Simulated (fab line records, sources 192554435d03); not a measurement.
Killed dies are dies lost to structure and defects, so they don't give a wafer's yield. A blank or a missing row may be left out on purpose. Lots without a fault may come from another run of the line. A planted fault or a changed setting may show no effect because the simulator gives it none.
fab line records | flow n5_finfet
record lots=9 wafers=26 last_day=17
route steps=1938 shown FIN_SAQP@94 FIN_CUT@165 BEOL_M4@1111 PASSIVATION@1936
lots that met no fault: from a run of the same line without faults
start_h: hours from the record's first day to the start of the lot's first wafer shown | wait_h: hours since the lot's step before | " the same as in the row above | L1.1+2: a row that stands for several wafers | - no value, or no start given | * or withheld: withheld | < > ~ a bound
route shown NAME@n: a module of which the file shows steps, and the number in the route of the first | usual: mean/standard deviation of fault-free wafers | same: alike in all rows | chamber/n: place in a boat | sites: the reading at each site | _std_site: their standard deviation | _edge_site: outer sites' mean less inner sites' | radius_mm: how far each site lies from the wafer's centre | mask NAME#n: copy n | behind: the tool/chamber that last shaped the wafer | hold: why the lot was held/for how many hours/how that ended | device: the transistor (n, p or np) that didn't switch | end of line: the same wafers' tests at the end of the route | a step without rows: its recipe alone | killed: dies lost to structure and defects at the first sort, not the wafer's yield | map: a wafer's dies, x killed, . not, _ none there
set.NAME: the setting as run; set.NAME@STEP: as run at that earlier step | model.NAME: the simulator's own value behind a step, which no gauge read
steps of the route over a sample of lots; a table a step, a row a wafer
services: from which hour (start_h, from the record's first day; less than 0 if before it) a tool's chamber was out of use, for how many hours, and why
## steps
# step N5_FIN_SAQP_ALD_61
# recipe material=SiO2 target_thk_a=40 temp_c=300 ald_precursor_family=BDEAS ald_co_reactant=O2-plasma pulse_time_s=1 purge_time_s=2 co_reactant_purge_time_s=2 ald_cycles=43 pressure_torr=2
# usual heater_power_w=469/41 precursor_pulse_height_rel=0.999/0.02
# same pulse_time_s=1
# columns lot.wafer tool chamber start_h wait_h heater_power_w precursor_pulse_height_rel
L829.2 ald_sin-03 0 50.43 0.0 530 1.000
L829.3 " 2 " " 447 0.991
L829.5 " 0 " " 500 1.024
L830.1 ald_sin-01 0 56.55 0.0 487 0.971
L830.5 " 3 " " 523 0.979
L830.6 " 2 " " 497 0.989
L831.2 ald_sin-01 1 63.12 0.0 461 1.008
L831.3 " 2 " " 496 1.030
L831.5 " 2 " " 516 0.989
L833.1 ald_sin-01 3 76.09 0.0 526 1.031
L833.5 " 1 " " 468 0.994
L836.1 ald_sin-03 2 93.66 0.2 446 0.994
L836.3 " 1 " " 391 0.996
L836.4 " 0 " " 505 1.015
L843.2 ald_sin-01 0 136.79 0.6 471 1.013
L843.4 " 1 " " 471 0.993
L843.6 " 2 " " 528 1.018
L844.1 ald_sin-03 3 140.33 0.0 482 0.989
L844.2 " 1 " " 401 0.995
L844.6 " 0 " " 515 1.014
L846.1 ald_sin-03 2 152.73 0.0 451 0.992
L846.2 " 1 " " 394 0.999
L846.6 " 2 " " 450 0.985
L847.1 ald_sin-03 0 158.41 0.0 507 0.958
L847.3 " 2 " " 448 0.983
L847.5 " 2 " " 447 1.010
# step N5_FIN_SAQP_DENSIFY_62
# recipe temp_c=700 time_s=60 ambient=N2 idle_temp_c=600 ramp_up_c_per_s=150 ramp_down_c_per_s=60 cool_to_c=600
# usual lamp_power_pct=9.85/0.053 lamp_zone_6_pct=9.771/0.0091 wafer_temp_C_max=703.4/0.64
# columns lot.wafer tool chamber start_h wait_h lamp_power_pct lamp_zone_6_pct wafer_temp_C_max
L829.2 rtp_anneal-02 0 50.87 0.4 9.80 9.777 703.7
L829.3 " 0 " " 9.87 9.772 703.2
L829.5 " 0 " " 9.86 9.782 702.8
L830.1 rtp_anneal-02 0 56.90 0.3 9.83 9.759 703.2
L830.5 " 0 " " 9.83 9.765 703.5
L830.6 " 0 " " 9.90 9.782 703.4
L831.2 rtp_anneal-02 0 63.97 0.8 9.82 9.771 703.9
L831.3 " 0 " " 9.82 9.776 702.8
L831.5 " 0 " " 9.83 9.780 703.4
L833.1 rtp_anneal-02 0 76.39 0.2 9.87 9.764 702.5
L833.5 " 0 " " 9.87 9.787 703.8
L836.1 rtp_anneal-02 0 93.86 0.1 9.77 9.774 704.2
L836.3 " 0 " " 9.87 9.773 703.7
L836.4 " 0 " " 9.78 9.759 704.1
L843.2 rtp_anneal-01 0 137.02 0.1 9.89 9.782 704.3
L843.4 " 0 " " 9.90 9.770 703.1
L843.6 " 0 " " 9.93 9.777 703.4
L844.1 rtp_anneal-02 0 140.55 0.1 10.00 9.776 703.9
L844.2 " 0 " " 9.83 9.755 704.5
L844.6 " 0 " " 9.89 9.776 702.5
L846.1 rtp_anneal-02 0 152.93 0.1 9.74 9.788 702.9
L846.2 " 0 " " 9.81 9.757 702.8
L846.6 " 0 " " 9.81 9.780 704.4
L847.1 rtp_anneal-02 0 158.84 0.3 9.83 9.774 702.8
L847.3 " 0 " " 9.86 9.767 703.9
L847.5 " 0 " " 9.88 9.779 704.9
# step N5_FIN_SAQP_THK_MEAS_05
# usual thk_nm=38.0/0.51
# columns lot.wafer tool chamber start_h wait_h thk_nm
L829.2 film_metro-01 - 51.16 0.1 37.4
L829.3 " - " " 37.3
L829.5 " - " " 37.9
L830.1 film_metro-02 - 57.20 0.1 37.5
L830.5 " - " " 37.6
L830.6 " - " " 37.9
L831.2 film_metro-02 - 64.24 0.1 37.7
L831.3 " - " " 37.4
L831.5 " - " " 38.5
L833.1 film_metro-01 - 76.69 0.1 38.1
L833.5 " - " " 38.2
L836.1 film_metro-01 - 94.18 0.1 37.3
L836.3 " - " " 37.7
L836.4 " - " " 38.3
L843.2 film_metro-01 - 137.29 0.1 37.2
L843.4 " - " " 37.5
L843.6 " - " " 37.8
L844.1 film_metro-02 - 140.85 0.1 37.7
L844.2 " - " " 37.8
L844.6 " - " " 38.1
L846.1 film_metro-02 - 153.23 0.1 38.1
L846.2 " - " " 37.6
L846.6 " - " " 37.9
L847.1 film_metro-02 - 159.14 0.1 38.1
L847.3 " - " " 38.2
L847.5 " - " " 39.0
# step N5_FIN_SAQP_PECVD_47
# recipe material=a-Si target_thk_a=450 temp_c=400 precursor=SiH4/He pressure_torr=3 rf_w=100 time_s=36.3
# usual heater_power_w=783/100 showerhead_plenum_p_Torr=5.69/0.052 throttle_valve_pct=18.6/1.2
# columns lot.wafer tool chamber start_h wait_h heater_power_w showerhead_plenum_p_Torr throttle_valve_pct
L829.2 pecvd-04 1 51.19 0.0 1078 5.64 18.8
L829.3 " 2 " " 775 5.65 18.2
L829.5 " 2 " " 763 5.66 18.3
L830.1 pecvd-04 1 57.24 0.0 1007 5.62 18.6
L830.5 " 0 " " 819 5.68 18.1
L830.6 " 2 " " 684 5.66 18.3
L831.2 pecvd-01 1 64.28 0.0 700 5.65 18.6
L831.3 " 0 " " 696 5.82 20.2
L831.5 " 2 " " 751 5.71 18.5
L833.1 pecvd-03 1 76.73 0.0 658 5.71 16.9
L833.5 " 0 " " 741 5.64 20.6
L836.1 pecvd-03 0 94.22 0.0 706 5.64 20.3
L836.3 " 1 " " 654 5.72 16.9
L836.4 " 2 " " 885 5.64 17.3
L843.2 pecvd-01 1 137.33 0.0 752 5.67 18.4
L843.4 " 2 " " 839 5.70 19.0
L843.6 " 0 " " 703 5.79 20.5
L844.1 pecvd-01 0 140.89 0.0 853 5.80 20.7
L844.2 " 1 " " 834 5.66 18.3
L844.6 " 1 " " 821 5.68 18.6
L846.1 pecvd-01 2 153.27 0.0 769 5.69 18.7
L846.2 " 1 " " 783 5.67 18.5
L846.6 " 2 " " 776 5.70 18.6
L847.1 pecvd-03 2 159.17 0.0 976 5.63 17.6
L847.3 " 0 " " 724 5.65 20.6
L847.5 " 2 " " 996 5.66 17.7
# step N5_FIN_SAQP_INSPECT_18
# recipe mode=adi inspect_instrument=brightfield
# usual raw_defect_count=393/100
# columns lot.wafer tool chamber start_h wait_h raw_defect_count
L829.2 defect_inspect-01 - 51.79 0.0 309
L829.3 " - " " 392
L829.5 " - " " 449
L830.1 defect_inspect-01 - 57.96 0.0 395
L830.5 " - " " 256
L830.6 " - " " 318
L831.2 defect_inspect-02 - 65.00 0.0 373
L831.3 " - " " 235
L831.5 " - " " 311
L833.1 defect_inspect-02 - 77.39 0.0 356
L833.5 " - " " 485
L836.1 defect_inspect-02 - 94.93 0.0 278
L836.3 " - " " 402
L836.4 " - " " 279
L843.2 defect_inspect-01 - 138.05 0.0 321
L843.4 " - " " 251
L843.6 " - " " 1539
L844.1 defect_inspect-01 - 141.60 0.0 418
L844.2 " - " " 351
L844.6 " - " " 340
L846.1 defect_inspect-01 - 153.99 0.0 472
L846.2 " - " " 342
L846.6 " - " " 457
L847.1 defect_inspect-02 - 159.77 0.0 462
L847.3 " - " " 331
L847.5 " - " " 363
# step N5_FIN_CUT_INSPECT_10
# recipe mode=adi inspect_instrument=brightfield
# usual raw_defect_count=43/14
# columns lot.wafer tool chamber start_h wait_h raw_defect_count
L829.2 defect_inspect-01 - 58.42 0.0 40
L829.3 " - " " 35
L829.5 " - " " 40
L830.1 defect_inspect-01 - 63.66 0.1 43
L830.5 " - " " 36
L830.6 " - " " 23
L831.2 defect_inspect-01 - 69.71 0.0 42
L831.3 " - " " 22
L831.5 " - " " 37
L833.1 defect_inspect-01 - 83.46 0.1 38
L833.5 " - " " 48
L836.1 defect_inspect-02 - 102.05 0.1 30
L836.3 " - " " 33
L836.4 " - " " 40
L843.2 defect_inspect-02 - 142.93 0.0 50
L843.4 " - " " 27
L843.6 " - " " 1245
L844.1 defect_inspect-02 - 146.62 0.1 37
L844.2 " - " " 36
L844.6 " - " " 36
L846.1 defect_inspect-02 - 158.82 0.1 45
L846.2 " - " " 41
L846.6 " - " " 40
L847.1 defect_inspect-02 - 165.06 0.1 37
L847.3 " - " " 26
L847.5 " - " " 33
# step N5_BEOL_M4_RC_MEAS_101
# usual DIBL_N=36.1/1.5 DIBL_P=36.1/1.9 IOFF_N=0.159/0.029 IOFF_P=0.21/0.038 ION_N=675/11 ION_P=464/8.1 SS_N=71.5/0.57 SS_P=73.3/0.64 VT_N=249/3.1 VT_P=-250/3.8
# columns lot.wafer tool chamber start_h wait_h DIBL_N[mV/V] DIBL_P[mV/V] IOFF_N[nA/um] IOFF_P[nA/um] ION_N[uA/um] ION_P[uA/um] SS_N[mV/dec] SS_P[mV/dec] VT_N[mV] VT_P[mV]
L829.2 prober-01 0 194.65 0.2 34.6 34.2 0.129 0.18 665 463 71.2 72.7 252 -254
L829.3 " 0 " " 37.2 38.0 0.189 0.25 684 471 72.2 74.2 248 -248
L829.5 " 0 " " 35.8 36.5 0.154 0.22 676 469 71.4 73.1 248 -250
L830.1 prober-02 0 199.70 0.0 38.1 37.4 0.169 0.23 670 461 72.0 73.6 250 -250
L830.5 " 0 " " 36.5 35.2 0.151 0.20 679 469 71.3 73.0 249 -250
L830.6 " 0 " " 37.6 35.9 0.170 0.20 669 458 71.9 73.2 247 -251
L831.2 prober-01 0 201.29 0.2 41.1 40.4 0.279 0.29 694 470 72.1 74.6 245 -248
L831.3 " 0 " " 36.9 36.6 0.175 0.21 679 460 71.8 73.2 249 -252
L831.5 " 0 " " 38.0 37.7 0.186 0.23 684 465 72.0 74.4 247 -251
L833.1 prober-02 0 220.88 0.0 37.8 37.7 0.172 0.25 677 474 71.8 73.7 247 -246
L833.5 " 0 " " 36.9 36.1 0.151 0.23 676 466 71.4 73.1 249 -247
L836.1 prober-01 0 245.48 0.0 33.0 32.4 0.104 0.15 660 446 70.9 72.5 255 -254
L836.3 " 0 " " 36.2 35.5 0.145 0.18 664 456 71.4 73.0 252 -253
L836.4 " 0 " " 33.8 33.0 0.109 0.15 668 453 71.1 72.2 256 -254
L843.2 prober-01 0 276.85 0.2 36.9 39.4 0.195 0.25 675 465 71.8 74.3 247 -247
L843.4 " 0 " " 36.9 39.2 0.187 0.23 673 463 72.0 74.5 249 -252
L843.6 " 0 " " 36.4 38.2 0.174 0.22 671 462 72.4 74.7 250 -248
L844.1 prober-01 0 281.30 0.0 37.1 36.9 0.177 0.26 686 476 72.1 73.8 245 -245
L844.2 " 0 " " 36.9 37.2 0.184 0.28 691 481 71.4 73.1 248 -241
L844.6 " 0 " " 38.5 39.3 0.213 0.31 702 479 72.2 73.5 244 -241
L846.1 prober-02 0 306.03 0.0 37.1 37.1 0.173 0.30 677 479 71.4 73.3 246 -241
L846.2 " 0 " " 37.5 37.7 0.192 0.32 689 481 72.1 73.7 247 -242
L846.6 " 0 " " 37.6 37.6 0.198 0.31 686 473 72.0 74.3 245 -244
L847.1 prober-01 0 321.45 0.0 36.2 36.8 0.181 0.23 684 469 71.1 73.3 247 -247
L847.3 " 0 " " 36.6 36.4 0.180 0.23 680 468 70.9 72.5 246 -248
L847.5 " 0 " " 34.8 36.0 0.168 0.23 686 473 71.5 73.6 244 -247
# step N5_PASSIVATION_PROBE_49
# usual defect_limited_yield=91.5/1.6 killed_at_M0_to_M3=33/10 killed_at_M4_up=13/5.6 killed_at_contacts=13/6 killed_at_front_end=39/12 killed_at_other=3.0/2.8 killed_dies=101/19 killed_on_rim=13/4 killed_open=65/13 killed_short=32/8.3 sort_bin_4_leakage=0.00/0.0072 sort_bin_5_function=5.0/1 sort_bin_6_memory=3.1/0.69 sort_n_pass=1079/19 sort_yield_pct=91.5/1.6
# same gross_dies=1180 killed_at_back_side=0 sort_bin_8_speed[%]=0
# columns lot.wafer tool chamber start_h wait_h defect_limited_yield[%] killed_at_M0_to_M3 killed_at_M4_up killed_at_contacts killed_at_front_end killed_at_other killed_dies killed_on_rim killed_open killed_short sort_bin_4_leakage[%] sort_bin_5_function[%] sort_bin_6_memory[%] sort_n_pass sort_yield_pct[%]
L843.2 prober-01 - 381.31 0.1 91.1 32 10 11 50 2 105 12 54 41 0 5.0 3.0 1075 91.1
L843.4 prober-01 - 381.41 0.2 92.8 34 12 11 25 3 85 14 49 32 0 3.3 3.5 1095 92.8
L843.6 prober-01 - 381.51 0.3 83.9 37 8 13 130 2 190 26 61 27 0 9.2 3.2 990 83.9
# killed by level:class
L843.2 FIN_SAQP:geometric_particle:short=16 MOL_CONTACT_COAG:geometric_particle:open=10 BEOL_M0_SAQP:geometric_particle:open=7 FIN_SAQP:geometric_particle:open=6 BEOL_M0_SAQP:geometric_particle:short=6 STI_FIN_REVEAL:geometric_particle:open=5 ILD0:geometric_particle:short=5 BEOL_M3:geometric_particle:open=5
L843.4 MOL_CONTACT_COAG:geometric_particle:open=8 BEOL_M3:geometric_particle:open=8 BEOL_M0_SAQP:geometric_particle:short=7 BEOL_M1:geometric_particle:open=7 BEOL_M2:geometric_particle:open=6 STARTING-WAFER:geometric_particle:short=6 BEOL_M0_SAQP:geometric_particle:open=4 FIN_SAQP:geometric_particle:open=3
L843.6 FIN_SAQP:unspecified=98 BEOL_M2:geometric_particle:open=12 MOL_CONTACT_COAG:geometric_particle:open=9 BEOL_M0_SAQP:geometric_particle:open=8 FIN_SAQP:geometric_particle:open=6 FIN_SAQP:geometric_particle:short=6 BEOL_M0_SAQP:geometric_particle:short=5 STI_FIN_REVEAL:geometric_particle:open=4
## services
# columns tool chamber start_h hours kind
ald_sin-03 1 33.57 8.5 repair
ald_sin-03 - 36.41 0.9 repair
pecvd-01 - 51.89 6.0 pm
pecvd-03 - 57.00 6.0 pm
pecvd-03 - 63.00 2.8 pm
pecvd-01 0 66.62 2.1 scheduled_down
ald_sin-03 0 67.58 5.5 repair
pecvd-01 - 73.06 0.9 repair
pecvd-03 2 75.67 2.1 scheduled_down
ald_sin-01 - 85.40 14.0 pm
ald_sin-01 0 85.40 14.0 vent_cycle
ald_sin-01 1 85.40 14.0 vent_cycle
ald_sin-01 2 85.40 14.0 vent_cycle
ald_sin-01 3 85.40 14.0 vent_cycle
ald_sin-01 0 99.40 - clean
ald_sin-01 1 99.40 - clean
ald_sin-01 2 99.40 - clean
ald_sin-01 3 99.40 - clean
pecvd-03 0 104.07 2.1 scheduled_down
pecvd-04 - 109.34 1.7 repair
ald_sin-01 - 122.19 14.6 pm
pecvd-01 - 123.82 1.4 repair
pecvd-04 - 131.26 6.0 pm
## key
first_sign step=N5_FIN_SAQP_INSPECT_18 reading=raw_defect_count direction=up sigmas=11 usual=393 struck=1539
effect step=N5_FIN_CUT_INSPECT_10 reading=raw_defect_count direction=up sigmas=86 usual=43 struck=1245
effect step=N5_PASSIVATION_PROBE_49 reading=killed_at_front_end direction=up sigmas=7.8 usual=39 struck=130
more_kills_born_at N5_FIN_SAQP_ALD_61@ald_sin-01=98
met_at N5_FIN_SAQP_ALD_61
struck_lots L843
struck_wafers L843.6
not_acting_at N5_FIN_SAQP_DENSIFY_62,N5_FIN_SAQP_THK_MEAS_05,N5_FIN_SAQP_PECVD_47
onset_between 63.12 136.79
fault kind=chamber_particle_source tool=ald_sin-01 chamber=2 onset_h=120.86 steps=N5_FIN_SAQP_ALD_61 rate_per_visit_cm2=1.8563 end_h=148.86
